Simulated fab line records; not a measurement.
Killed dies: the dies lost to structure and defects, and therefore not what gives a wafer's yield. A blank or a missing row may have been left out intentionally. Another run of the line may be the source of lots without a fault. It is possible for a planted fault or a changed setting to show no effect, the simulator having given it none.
Split-lot trial || flow n5Finfet || 39 wafers read from 7 lots, route of 1938 steps

== SPLIT DETAILS ==
At N5_DUMMY_GATE_ETCH_42 (etches SiO2 in CHF3/O2, target depth 3.5 nm, time 31 s), the setting biasW was moved away from the recipe's 12 W on 18 of the 39 wafers read, by +8.7% to +17.7%. For the rest of the wafers, this setting stayed at what the recipe calls for.

The split's own step is where the reading is taken.

== THE READING ==
rfVppV, in V, at N5_DUMMY_GATE_ETCH_42 (etches SiO2 in CHF3/O2, target depth 3.5 nm, time 31 s). Typical for fault-free wafers on this fab line: 42.5 V, with standard deviation 0.99 V.

{"wafer": "L079.1", "tool, chamber at the split": "rieDiel-05, 2", "biasW as run, W": 12, "against the recipe": "recipe", "rfVppV, V": 41.7, "against lot-mates on the recipe": "-"}
{"wafer": "L079.2", "tool, chamber at the split": "rieDiel-05, 1", "biasW as run, W": 13.83, "against the recipe": "+15.3%", "rfVppV, V": 47.7, "against lot-mates on the recipe": "+6.8"}
{"wafer": "L079.3", "tool, chamber at the split": "rieDiel-05, 3", "biasW as run, W": 12, "against the recipe": "recipe", "rfVppV, V": 40.4, "against lot-mates on the recipe": "-"}
{"wafer": "L079.4", "tool, chamber at the split": "rieDiel-05, 0", "biasW as run, W": 12, "against the recipe": "recipe", "rfVppV, V": 40.5, "against lot-mates on the recipe": "-"}
{"wafer": "L079.5", "tool, chamber at the split": "rieDiel-05, 2", "biasW as run, W": 13.83, "against the recipe": "+15.3%", "rfVppV, V": 46.6, "against lot-mates on the recipe": "+5.7"}
{"wafer": "L079.6", "tool, chamber at the split": "rieDiel-05, 1", "biasW as run, W": 13.83, "against the recipe": "+15.3%", "rfVppV, V": 48.6, "against lot-mates on the recipe": "+7.7"}
{"wafer": "L081.1", "tool, chamber at the split": "rieDiel-05, 1", "biasW as run, W": 13.04, "against the recipe": "+8.7%", "rfVppV, V": 44.9, "against lot-mates on the recipe": "+2.2"}
{"wafer": "L081.2", "tool, chamber at the split": "rieDiel-05, 2", "biasW as run, W": 13.04, "against the recipe": "+8.7%", "rfVppV, V": 45.6, "against lot-mates on the recipe": "+2.9"}
{"wafer": "L081.3", "tool, chamber at the split": "rieDiel-05, 3", "biasW as run, W": 12, "against the recipe": "recipe", "rfVppV, V": 43.1, "against lot-mates on the recipe": "-"}
{"wafer": "L081.4", "tool, chamber at the split": "rieDiel-05, 0", "biasW as run, W": 12, "against the recipe": "recipe", "rfVppV, V": 41.4, "against lot-mates on the recipe": "-"}
{"wafer": "L081.5", "tool, chamber at the split": "rieDiel-05, 2", "biasW as run, W": 13.04, "against the recipe": "+8.7%", "rfVppV, V": 46.2, "against lot-mates on the recipe": "+3.5"}
{"wafer": "L081.6", "tool, chamber at the split": "rieDiel-05, 1", "biasW as run, W": 12, "against the recipe": "recipe", "rfVppV, V": 43.5, "against lot-mates on the recipe": "-"}
{"wafer": "L087.1", "tool, chamber at the split": "rieDiel-04, 3", "biasW as run, W": 12, "against the recipe": "recipe", "rfVppV, V": 42.4, "against lot-mates on the recipe": "-"}
{"wafer": "L087.2", "tool, chamber at the split": "rieDiel-04, 0", "biasW as run, W": 13.29, "against the recipe": "+10.7%", "rfVppV, V": 45.4, "against lot-mates on the recipe": "+2.4"}
{"wafer": "L087.3", "tool, chamber at the split": "rieDiel-04, 1", "biasW as run, W": 12, "against the recipe": "recipe", "rfVppV, V": 44.5, "against lot-mates on the recipe": "-"}
{"wafer": "L087.4", "tool, chamber at the split": "rieDiel-04, 2", "biasW as run, W": 13.29, "against the recipe": "+10.7%", "rfVppV, V": 44.9, "against lot-mates on the recipe": "+1.9"}
{"wafer": "L087.5", "tool, chamber at the split": "rieDiel-04, 3", "biasW as run, W": 12, "against the recipe": "recipe", "rfVppV, V": 42.0, "against lot-mates on the recipe": "-"}
{"wafer": "L087.6", "tool, chamber at the split": "rieDiel-04, 0", "biasW as run, W": 13.29, "against the recipe": "+10.7%", "rfVppV, V": 45.7, "against lot-mates on the recipe": "+2.7"}
{"wafer": "L088.1", "tool, chamber at the split": "rieDiel-03, 2", "biasW as run, W": 13.76, "against the recipe": "+14.7%", "rfVppV, V": 48.4, "against lot-mates on the recipe": "+6.3"}
{"wafer": "L088.2", "tool, chamber at the split": "rieDiel-03, 1", "biasW as run, W": 13.76, "against the recipe": "+14.7%", "rfVppV, V": 45.4, "against lot-mates on the recipe": "+3.3"}
{"wafer": "L088.3", "tool, chamber at the split": "rieDiel-03, 0", "biasW as run, W": 12, "against the recipe": "recipe", "rfVppV, V": 42.9, "against lot-mates on the recipe": "-"}
{"wafer": "L088.4", "tool, chamber at the split": "rieDiel-03, 3", "biasW as run, W": 12, "against the recipe": "recipe", "rfVppV, V": 41.6, "against lot-mates on the recipe": "-"}
{"wafer": "L088.5", "tool, chamber at the split": "rieDiel-03, 2", "biasW as run, W": 13.76, "against the recipe": "+14.7%", "rfVppV, V": 48.1, "against lot-mates on the recipe": "+6.0"}
{"wafer": "L088.6", "tool, chamber at the split": "rieDiel-03, 3", "biasW as run, W": 12, "against the recipe": "recipe", "rfVppV, V": 41.9, "against lot-mates on the recipe": "-"}
{"wafer": "L090.2", "tool, chamber at the split": "rieDiel-05, 2", "biasW as run, W": 12, "against the recipe": "recipe", "rfVppV, V": 44.5, "against lot-mates on the recipe": "-"}
{"wafer": "L090.3", "tool, chamber at the split": "rieDiel-05, 0", "biasW as run, W": 12, "against the recipe": "recipe", "rfVppV, V": 41.0, "against lot-mates on the recipe": "-"}
{"wafer": "L090.6", "tool, chamber at the split": "rieDiel-05, 2", "biasW as run, W": 12, "against the recipe": "recipe", "rfVppV, V": 43.6, "against lot-mates on the recipe": "-"}
{"wafer": "L093.1", "tool, chamber at the split": "rieDiel-04, 3", "biasW as run, W": 14.12, "against the recipe": "+17.7%", "rfVppV, V": 47.5, "against lot-mates on the recipe": "+5.3"}
{"wafer": "L093.2", "tool, chamber at the split": "rieDiel-04, 2", "biasW as run, W": 14.12, "against the recipe": "+17.7%", "rfVppV, V": 46.3, "against lot-mates on the recipe": "+4.1"}
{"wafer": "L093.3", "tool, chamber at the split": "rieDiel-04, 1", "biasW as run, W": 12, "against the recipe": "recipe", "rfVppV, V": 42.8, "against lot-mates on the recipe": "-"}
{"wafer": "L093.4", "tool, chamber at the split": "rieDiel-04, 0", "biasW as run, W": 12, "against the recipe": "recipe", "rfVppV, V": 41.8, "against lot-mates on the recipe": "-"}
{"wafer": "L093.5", "tool, chamber at the split": "rieDiel-04, 1", "biasW as run, W": 14.12, "against the recipe": "+17.7%", "rfVppV, V": 47.2, "against lot-mates on the recipe": "+5.0"}
{"wafer": "L093.6", "tool, chamber at the split": "rieDiel-04, 0", "biasW as run, W": 12, "against the recipe": "recipe", "rfVppV, V": 42.1, "against lot-mates on the recipe": "-"}
{"wafer": "L095.1", "tool, chamber at the split": "rieDiel-05, 0", "biasW as run, W": 12, "against the recipe": "recipe", "rfVppV, V": 40.1, "against lot-mates on the recipe": "-"}
{"wafer": "L095.2", "tool, chamber at the split": "rieDiel-05, 1", "biasW as run, W": 12, "against the recipe": "recipe", "rfVppV, V": 42.9, "against lot-mates on the recipe": "-"}
{"wafer": "L095.3", "tool, chamber at the split": "rieDiel-05, 3", "biasW as run, W": 13.32, "against the recipe": "+11.0%", "rfVppV, V": 44.8, "against lot-mates on the recipe": "+2.3"}
{"wafer": "L095.4", "tool, chamber at the split": "rieDiel-05, 2", "biasW as run, W": 13.32, "against the recipe": "+11.0%", "rfVppV, V": 46.9, "against lot-mates on the recipe": "+4.4"}
{"wafer": "L095.5", "tool, chamber at the split": "rieDiel-05, 2", "biasW as run, W": 12, "against the recipe": "recipe", "rfVppV, V": 44.6, "against lot-mates on the recipe": "-"}
{"wafer": "L095.6", "tool, chamber at the split": "rieDiel-05, 1", "biasW as run, W": 13.32, "against the recipe": "+11.0%", "rfVppV, V": 46.5, "against lot-mates on the recipe": "+4.0"}

FIT RESULTS
A straight line over all 39 wafers: rfVppV changes by +0.311 V for each +1% of biasW; r = +0.88; the points scatter about the line by 1.2 V.
The same after taking each lot's own level away (the mean of its wafers on the recipe; 39 wafers): +0.331 V for each +1%; r = +0.89; scatter 1.2 V.
On that fit, the largest move of biasW shifts the reading by 5.8 V.
Measured against the standard deviation above, the lots' own levels, which go from 40.87 to 43.03 V, span 2.2 times it.
Consequently the slope shifts little with the lot-to-lot level, the two slopes agreeing.
Check: for one of the wafers moved furthest among these (+17.7%), held out of the fit, the line's prediction against its lot-mates is +5.88 V. Against them it came out at +5.27 V.
Tool readings at the split's step, against how far the setting was moved: rfVppV r = +0.88.

== ADDITIONAL SPLITS CARRIED BY THESE WAFERS ==
These wafers also went through other splits before the reading. Each is held against what the fit with the lots' levels taken away leaves over:
{"other split on the same wafers": "N5_FIN_CUT_CUT_ETCH_26 targetDepthA", "wafers away from the commonest value": 6, "r with rfVppV (lot level and that fit taken away)": "+0.09"}
{"other split on the same wafers": "N5_DUMMY_GATE_ETCH_32 timeS", "wafers away from the commonest value": 9, "r with rfVppV (lot level and that fit taken away)": -0.13}

== THE FILE'S OWN FIT ==
rfVppV changes by +0.329 V for each +1% of biasW, r = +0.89.
